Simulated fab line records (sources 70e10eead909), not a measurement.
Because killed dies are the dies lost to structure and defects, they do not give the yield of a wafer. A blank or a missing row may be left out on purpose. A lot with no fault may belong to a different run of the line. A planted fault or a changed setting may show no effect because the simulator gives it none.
fab line records	flow nand_harc
record: lots: 14	wafers: 42	last_day: 23
route steps=1159 shown P_BONDPAD@352 A_SOURCE_PLATE@415 A_ONON_D1@429
lots that met no fault: taken from a fault-free run of the same line
start_h: start of the lot's first displayed wafer, in hours after the record's first day	wait_h: hours elapsed since this lot's preceding step	" same as the row above	L1.1+2: several wafers, shown together as one row	- no value, or no start was given	* or withheld: withheld	< > ~ a bound
route shown NAME@n: a module of which the file shows steps, and the number in the route of the first	usual: mean/standard deviation taken from wafers without a fault	same: alike in all rows	chamber/n: place in a boat	sites: per-site readings	_std_site: standard deviation of those values	_edge_site: outer sites' mean less inner sites'	radius_mm: how far each site lies from the wafer's centre	mask NAME#n: copy n	behind: the tool/chamber that last shaped the wafer	hold: cause of the lot's hold/its duration in hours/its outcome	device: which transistor (n, p or np) failed to switch	end of line: at the end of the route, the tests of the same wafers	where a step has no rows: the recipe by itself	killed: the dies lost at the first sort to structure and to defects; this is not the yield of the wafer	map: a wafer's dies, marking killed ones x, the rest . and places with no die _
set.NAME: the run value of the setting; set.NAME@STEP: its run value at that earlier step	model.NAME: the simulator's own value behind a step, which no gauge read
the route's steps for a sample of lots (tables are steps, rows are wafers)
services: from which hour (start_h, from the record's first day; less than 0 if before it) a tool's chamber was out of use, for how many hours, and why
== steps ==
step: NHARC_P_BONDPAD_CMP_32
recipe: target_thk_nm: 200	material: SiCN
usual: motor_current_A: 12.2/1
lot.wafer	tool	chamber	start_h	wait_h	motor_current_A
L361.1	cmp-02	3	135.69	-	11.3
L361.3	"	0	"	"	11.3
L361.2	"	2	"	"	14.9
L362.3	cmp-03	1	136.26	-	12.2
L362.1	"	3	"	"	13.9
L362.5	"	0	"	"	12.7
L364.4	cmp-01	2	146.58	-	10.7
L364.2	"	3	"	"	12.6
L364.5	"	2	"	"	11.8
L363.2	cmp-02	3	146.88	-	10.6
L363.4	"	0	"	"	12.2
L363.6	"	2	"	"	14.8
L365.2	cmp-01	1	158.40	-	11.7
L365.4	"	3	"	"	13.4
L365.5	"	1	"	"	12.3
L367.1	cmp-03	2	170.55	-	12.2
L367.5	"	1	"	"	12.3
L367.6	"	2	"	"	12.2
L369.2	cmp-02	3	176.51	-	11.0
L369.4	"	0	"	"	11.7
L369.5	"	0	"	"	12.0
L371.1	cmp-03	2	180.44	-	11.7
L371.2	"	3	"	"	12.9
L371.5	"	1	"	"	11.9
L375.1	cmp-03	1	202.25	-	12.3
L375.3	"	3	"	"	13.1
L375.4	"	0	"	"	13.5
L374.3	cmp-02	1	209.88	-	11.0
L374.4	"	2	"	"	14.2
L374.2	"	3	"	"	11.7
L376.4	cmp-01	2	219.57	-	11.8
L376.2	"	0	"	"	12.1
L376.5	"	2	"	"	11.6
L378.4	cmp-03	2	229.00	-	12.2
L378.1	"	3	"	"	13.9
L378.5	"	2	"	"	12.4
L382.4	cmp-02	2	248.20	-	14.4
L382.2	"	3	"	"	10.9
L382.6	"	0	"	"	11.3
L381.1	cmp-02	3	249.79	-	11.8
L381.2	"	2	"	"	14.6
L381.5	"	3	"	"	11.5
step: NHARC_A_SOURCE_PLATE_OXIDE_02
recipe: target_thk_a: 100	temp_c: 900	ox_time_s: 1362	material: SiO2
usual: ox_temp_c: 899.9/0.39	ox_time_s: 1362/0	zone_power_upper_pct: 16.5/0.37
lot.wafer	tool	chamber	start_h	wait_h	ox_temp_c	ox_time_s	zone_power_upper_pct
L361.1	furnace-08	0	145.47	-	899.4	1362	15.9
L361.2	"	0	"	"	898.7	1362	15.9
L361.3	"	0	"	"	899.0	1362	15.7
L362.1	furnace-08	0	145.47	-	900.0	1362	16.0
L362.3	"	0	"	"	900.6	1362	16.0
L362.5	"	0	"	"	900.0	1362	15.9
L363.2	furnace-05	-	156.48	-	-	-	-
L363.4	"	-	"	"	-	-	-
L363.6	"	-	"	"	-	-	-
L363.2	furnace-05	0	160.47	0.3	900.2	1362	16.7
L363.4	"	0	"	"	899.9	1362	16.5
L363.6	"	0	"	"	900.3	1362	16.7
L364.2	furnace-05	0	156.48	-	900.5	1362	16.5
L364.4	"	0	"	"	900.4	1362	16.9
L364.5	"	0	"	"	900.3	1362	16.9
L365.2	furnace-08	0	167.78	-	899.8	1362	16.0
L365.4	"	0	"	"	899.9	1362	16.0
L365.5	"	0	"	"	900.1	1362	15.6
L367.1	furnace-08	0	179.07	-	899.9	1362	15.8
L367.5	"	0	"	"	899.2	1362	16.0
L367.6	"	0	"	"	899.7	1362	16.0
L369.2	furnace-05	0	185.95	-	900.3	1362	16.5
L369.4	"	0	"	"	899.9	1362	16.7
L369.5	"	0	"	"	900.2	1362	16.6
L371.1	furnace-05	0	189.66	-	899.8	1362	16.9
L371.2	"	0	"	"	899.8	1362	16.5
L371.5	"	0	"	"	899.8	1362	16.7
L371.1	furnace-07	0	195.15	1.7	900.1	1362	16.6
L371.2	"	0	"	"	899.3	1362	16.5
L371.5	"	0	"	"	899.4	1362	16.5
L375.1	furnace-05	0	212.03	-	900.0	1362	16.8
L375.3	"	0	"	"	900.2	1362	16.4
L375.4	"	0	"	"	900.0	1362	16.7
L374.2	furnace-05	-	217.84	-	-	-	-
L374.3	"	-	"	"	-	-	-
L374.4	"	-	"	"	-	-	-
L374.2	furnace-05	0	221.80	0.3	899.5	1362	16.6
L374.3	"	0	"	"	899.7	1362	16.5
L374.4	"	0	"	"	899.8	1362	16.9
L376.2	furnace-05	0	231.07	-	899.8	1362	16.6
L376.4	"	0	"	"	900.0	1362	16.7
L376.5	"	0	"	"	899.5	1362	16.8
L378.1	furnace-05	0	236.78	-	899.7	1362	16.7
L378.4	"	0	"	"	900.0	1362	16.4
L378.5	"	0	"	"	899.7	1362	16.6
L381.1	furnace-05	0	257.78	-	900.4	1362	16.5
L381.2	"	0	"	"	900.3	1362	16.6
L381.5	"	0	"	"	899.6	1362	16.7
L382.2	furnace-05	0	257.78	-	900.1	1362	16.9
L382.4	"	0	"	"	900.5	1362	16.7
L382.6	"	0	"	"	900.4	1362	16.7
step: NHARC_A_SOURCE_PLATE_THK_MEAS_09
recipe: thk_meas_gauge: ellipsometry
usual: thk_nm: 9.9/0.94
lot.wafer	tool	chamber	start_h	wait_h	thk_nm
L362.1	film_metro-02	-	149.51	0.4	10.5
L362.3	"	-	"	"	9.8
L362.5	"	-	"	"	10.7
L361.1	film_metro-01	-	149.51	0.4	9.2
L361.2	"	-	"	"	9.9
L361.3	"	-	"	"	9.8
L364.2	film_metro-01	-	160.57	0.4	9.6
L364.4	"	-	"	"	9.0
L364.5	"	-	"	"	9.0
L363.2	film_metro-02	-	164.92	0.7	17.4
L363.4	"	-	"	"	17.2
L363.6	"	-	"	"	16.3
L365.2	film_metro-02	-	171.86	0.4	8.0
L365.4	"	-	"	"	9.8
L365.5	"	-	"	"	9.7
L367.1	film_metro-01	-	183.19	0.4	9.5
L367.5	"	-	"	"	9.6
L367.6	"	-	"	"	10.2
L369.2	film_metro-02	-	190.02	0.4	10.2
L369.4	"	-	"	"	10.7
L369.5	"	-	"	"	9.1
L371.1	film_metro-01	-	199.61	0.7	18.3
L371.2	"	-	"	"	16.7
L371.5	"	-	"	"	15.8
L375.1	film_metro-01	-	216.07	0.4	10.8
L375.3	"	-	"	"	9.3
L375.4	"	-	"	"	9.7
L374.2	film_metro-02	-	226.19	0.7	17.7
L374.3	"	-	"	"	17.9
L374.4	"	-	"	"	14.5
L376.2	film_metro-02	-	235.12	0.4	9.2
L376.4	"	-	"	"	10.5
L376.5	"	-	"	"	9.7
L378.1	film_metro-01	-	240.79	0.4	9.5
L378.4	"	-	"	"	10.0
L378.5	"	-	"	"	8.7
L381.1	film_metro-02	-	261.89	0.4	9.9
L381.2	"	-	"	"	9.1
L381.5	"	-	"	"	8.5
L382.2	film_metro-01	-	261.89	0.4	8.7
L382.4	"	-	"	"	10.4
L382.6	"	-	"	"	8.4
step: NHARC_A_ONON_D1_THK_MEAS_08
recipe: thk_meas_gauge: ellipsometry
usual: thk_nm: 1002/12
lot.wafer	tool	chamber	start_h	wait_h	thk_nm
L361.1	film_metro-02	-	164.86	-	1000
L361.2	"	-	"	"	1002
L361.3	"	-	"	"	1001
L362.1	film_metro-02	-	165.08	-	988
L362.3	"	-	"	"	990
L362.5	"	-	"	"	989
L364.2	film_metro-01	-	175.54	-	1018
L364.4	"	-	"	"	1016
L364.5	"	-	"	"	1018
L363.2	film_metro-02	-	175.81	-	991
L363.4	"	-	"	"	990
L363.6	"	-	"	"	992
L365.2	film_metro-02	-	187.03	-	996
L365.4	"	-	"	"	996
L365.5	"	-	"	"	998
L367.1	film_metro-01	-	199.17	-	995
L367.5	"	-	"	"	994
L367.6	"	-	"	"	993
L369.2	film_metro-01	-	205.00	-	999
L369.4	"	-	"	"	1001
L369.5	"	-	"	"	1001
L371.1	film_metro-02	-	212.30	-	1000
L371.2	"	-	"	"	1002
L371.5	"	-	"	"	1001
L375.1	film_metro-02	-	230.72	-	1017
L375.3	"	-	"	"	1018
L375.4	"	-	"	"	1018
L374.2	film_metro-01	-	237.47	-	1007
L374.3	"	-	"	"	1008
L374.4	"	-	"	"	1006
L376.2	film_metro-02	-	249.97	-	1003
L376.4	"	-	"	"	1004
L376.5	"	-	"	"	1004
L378.1	film_metro-02	-	256.52	-	969
L378.4	"	-	"	"	966
L378.5	"	-	"	"	966
L382.2	film_metro-01	-	277.41	-	1016
L382.4	"	-	"	"	1016
L382.6	"	-	"	"	1017
L381.1	film_metro-01	-	277.52	-	988
L381.2	"	-	"	"	989
L381.5	"	-	"	"	987
step: NHARC_A_ONON_D1_THK_MEAS_11
recipe: thk_meas_gauge: ellipsometry
usual: thk_nm: 1002/10
lot.wafer	tool	chamber	start_h	wait_h	thk_nm
L361.1	film_metro-01	-	165.43	-	1018
L361.2	"	-	"	"	1017
L361.3	"	-	"	"	1017
L362.1	film_metro-01	-	165.66	-	1002
L362.3	"	-	"	"	1001
L362.5	"	-	"	"	1003
L364.2	film_metro-01	-	176.16	-	1016
L364.4	"	-	"	"	1019
L364.5	"	-	"	"	1018
L363.2	film_metro-01	-	176.37	-	1000
L363.4	"	-	"	"	1000
L363.6	"	-	"	"	1000
L365.2	film_metro-02	-	187.60	-	1014
L365.4	"	-	"	"	1013
L365.5	"	-	"	"	1014
L367.1	film_metro-02	-	199.75	-	1000
L367.5	"	-	"	"	999
L367.6	"	-	"	"	1000
L369.2	film_metro-01	-	205.56	-	995
L369.4	"	-	"	"	994
L369.5	"	-	"	"	994
L371.1	film_metro-02	-	212.87	-	1023
L371.2	"	-	"	"	1021
L371.5	"	-	"	"	1022
L375.1	film_metro-01	-	231.29	-	997
L375.3	"	-	"	"	995
L375.4	"	-	"	"	994
L374.2	film_metro-02	-	238.04	-	970
L374.3	"	-	"	"	973
L374.4	"	-	"	"	973
L376.2	film_metro-02	-	250.54	-	1010
L376.4	"	-	"	"	1009
L376.5	"	-	"	"	1012
L378.1	film_metro-02	-	257.09	-	990
L378.4	"	-	"	"	988
L378.5	"	-	"	"	988
L382.2	film_metro-01	-	277.98	-	1003
L382.4	"	-	"	"	1001
L382.6	"	-	"	"	1001
L381.1	film_metro-01	-	278.09	-	1003
L381.2	"	-	"	"	1002
L381.5	"	-	"	"	1002
== services ==
tool	chamber	start_h	hours	kind
cmp-02	-	128.51	4.0	pm
cmp-02	-	132.51	-	consumable_replace:conditioner
cmp-02	-	132.51	-	consumable_replace:pad
cmp-02	-	154.72	6.1	repair
cmp-03	-	156.18	4.0	pm
cmp-03	-	160.18	-	consumable_replace:conditioner
cmp-03	-	160.18	-	consumable_replace:pad
cmp-01	-	179.74	4.0	pm
cmp-01	-	183.74	-	consumable_replace:conditioner
cmp-01	-	183.74	-	consumable_replace:pad
cmp-01	-	214.67	1.9	repair
cmp-02	-	226.51	4.0	pm
cmp-03	-	230.20	1.6	repair
cmp-02	-	230.51	-	consumable_replace:conditioner
cmp-02	-	230.51	-	consumable_replace:pad
cmp-02	-	235.55	3.4	repair
cmp-02	-	242.45	0.5	repair
furnace-08	-	248.70	12.5	repair
cmp-03	-	254.18	4.0	pm
cmp-02	-	255.24	1.2	repair
== key ==
first_sign: step: NHARC_A_SOURCE_PLATE_OXIDE_02	reading: visit	direction: added
effect: step: NHARC_A_SOURCE_PLATE_OXIDE_02	reading: tool_record	direction: missing
effect: step: NHARC_A_SOURCE_PLATE_THK_MEAS_09	reading: thk_nm	direction: up	sigmas: 7.4	usual: 9.9	struck: 16.9
met_at NHARC_A_SOURCE_PLATE_OXIDE_02
struck_lots L363,L371,L374
rows_end L371.1,L371.2,L371.5
tester_left_out L363,L374
not_acting_at NHARC_P_BONDPAD_CMP_32,NHARC_A_ONON_D1_THK_MEAS_08,NHARC_A_ONON_D1_THK_MEAS_11
fault: kind: repeated_step_whole	tool: furnace-05,furnace-08	chamber: -	onset_h: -	steps: NHARC_A_SOURCE_PLATE_OXIDE_02	times: 1	scope: struck_lots_only
tester_left_out: of these lots the tester's yield and bins aren't shown, on N5 and GAA mostly nor the transistor test; their killed dies are dies lost to structure and defects alone, not to doping, threshold or leakage, so they don't give the yield
rows_end: these wafers met a further fault down the route, and their rows from its step on are left out
